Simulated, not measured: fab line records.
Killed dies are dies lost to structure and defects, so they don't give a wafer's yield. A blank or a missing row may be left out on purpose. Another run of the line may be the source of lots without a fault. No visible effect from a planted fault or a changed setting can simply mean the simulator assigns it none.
8D (eight disciplines) problem report, filled in by code    flow n5_finfet    the parts of the form that need people (team, actions taken, sign-off) are left out

## 1. WHAT WENT WRONG
Wafers without a fault read 1499.9 rpm, standard deviation 1.1; spin_speed_rpm at N5_BEOL_M11_COAT_59 reads a mean of 1752.9 rpm on 6 wafers belonging to 2 lots. That is +99 or more standard deviations from the usual mean.
The step: time 60 s, resist thk 100 nm.
First observed at day 16 03:30: wafer L179.3, on litho_track-02. At this step, 12 wafers from 4 lots have a number in the record. Rule for "out" (also "out of limits"): further than 4 standard deviations from the usual mean. All remaining wafers that have a number are taken as sound.

## 2. WHAT IT IS; WHAT IT IS NOT
question                     is                      is not
which readings at this step  spin_speed_rpm          -
which lots                   L178, L179              L176, L188
which wafers of those lots   all that have a number  -
read on which tools          litho_track-02          litho_track-01
when                         from day 16 03:30       up to then (3 sound wafers); but 3 sound wafers of L188 came after

## 3. SUSPECTS, AND WHAT RULES EACH OUT
Counting: a tool at any process step up to the reading remains a suspect when it ran all the lots that are out and ran no sound lot after the first of those.
- litho_track-02 at N5_BEOL_M11_COAT_59 (time 60 s, resist thk 100 nm): kept. Every lot that is out went through it, starting with L179 (day 16 03:30), and after that it ran no sound lot; the last sound lot it ran before then is L176 (day 14 01:12). Its own readings are out on those wafers: spin_speed_rpm.
Remaining after the count: litho_track-02 at N5_BEOL_M11_COAT_59.

## 4. THE CAUSE (what the simulator had put in)
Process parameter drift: litho_track-02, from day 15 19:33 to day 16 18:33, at N5_BEOL_M11_COAT_59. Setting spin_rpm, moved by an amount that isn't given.
Only this tool survived the counting.

## 5. THE EFFECT CHAIN, in route order
One row per reading whose mean, taken over the struck wafers that have a number, lies over 3 standard deviations from the usual. Scope: only readings with a usual standard deviation given in the record; hours: median across lots of the time from each lot's start at the first step in this table that gives one to its start at this step; sigmas: change in usual standard deviations.
hours  step                 reading         usual       on struck wafers  change  sigmas
0      N5_BEOL_M11_COAT_59  spin_speed_rpm  1499.9 rpm  1752.9            +253.0  +99 or more
It contains these process steps:
- N5_BEOL_M11_COAT_59: time 60 s, resist thk 100 nm.

## 6. WHAT WOULD HAVE CAUGHT IT SOONER
The fault began at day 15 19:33; the first out-of-limits reading in this record came at day 16 03:30, 8 hours later.
